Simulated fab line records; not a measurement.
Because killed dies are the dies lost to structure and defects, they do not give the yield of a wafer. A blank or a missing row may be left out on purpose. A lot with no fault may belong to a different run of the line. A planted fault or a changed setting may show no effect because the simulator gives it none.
The tool behind it: which one? | flow nandHarc | Sampling: 7 lots, 21 wafers, 2 of 1159 route steps

WHAT THE GAUGES READ, wafer by wafer
NHARC_A_BLC_INSPECT_28.
lot  | measured     | on               | rawDefectCount
L521 | day 17 13:31 | defectInspect-01 | 423 347 359
L523 | day 18 00:20 | defectInspect-02 | 523 319 547
L528 | day 18 23:53 | defectInspect-02 | 381 346 443
L529 | day 19 18:22 | defectInspect-01 | 376 301 339
L531 | day 20 18:22 | defectInspect-01 | 409 445 447
L538 | day 22 04:31 | defectInspect-02 | 504 411 402
L542 | day 23 05:41 | defectInspect-02 | 495 440 540

WHAT TOOL EACH LOT RAN ON (gives the tool, then ch and the chambers of the sampled wafers, and finally the start)
lot  | NHARC_A_BLC_STRIP_21
L521 | rieDiel-09 ch 0,1, day 17 11:44
L523 | rieDiel-09 ch 0,2,3, day 17 22:31
L528 | rieDiel-11 ch 1,2, day 18 22:04
L529 | rieDiel-11 ch 0,1,2, day 19 16:32
L531 | rieDiel-11 ch 0,1,2, day 20 16:32
L538 | rieDiel-11 ch 1,3, day 21 23:36
L542 | rieDiel-11 ch 0,2,3, day 23 03:44
- NHARC_A_BLC_STRIP_21: strips in O2.

THE ANSWER, worked out from the rows above alone
Rule: usual is defined by the lots themselves. The widest of any qualifying gaps counts: lots, ordered by their means at a reading, are off when they make up no more than a third of the lots, leave a main group of 4 or more, and stand apart from it by 3 or more times the standard deviation of that group's means. Not used: any main group whose means are identical at the precision the tables above print for the reading. A lot without any number at a reading at which 4 lots or more have one is off too. The other lots that the step has rows for count as sound.
None of the lots is off at any reading shown; this tells nothing.

WHAT THE SIMULATOR HAD PUT IN
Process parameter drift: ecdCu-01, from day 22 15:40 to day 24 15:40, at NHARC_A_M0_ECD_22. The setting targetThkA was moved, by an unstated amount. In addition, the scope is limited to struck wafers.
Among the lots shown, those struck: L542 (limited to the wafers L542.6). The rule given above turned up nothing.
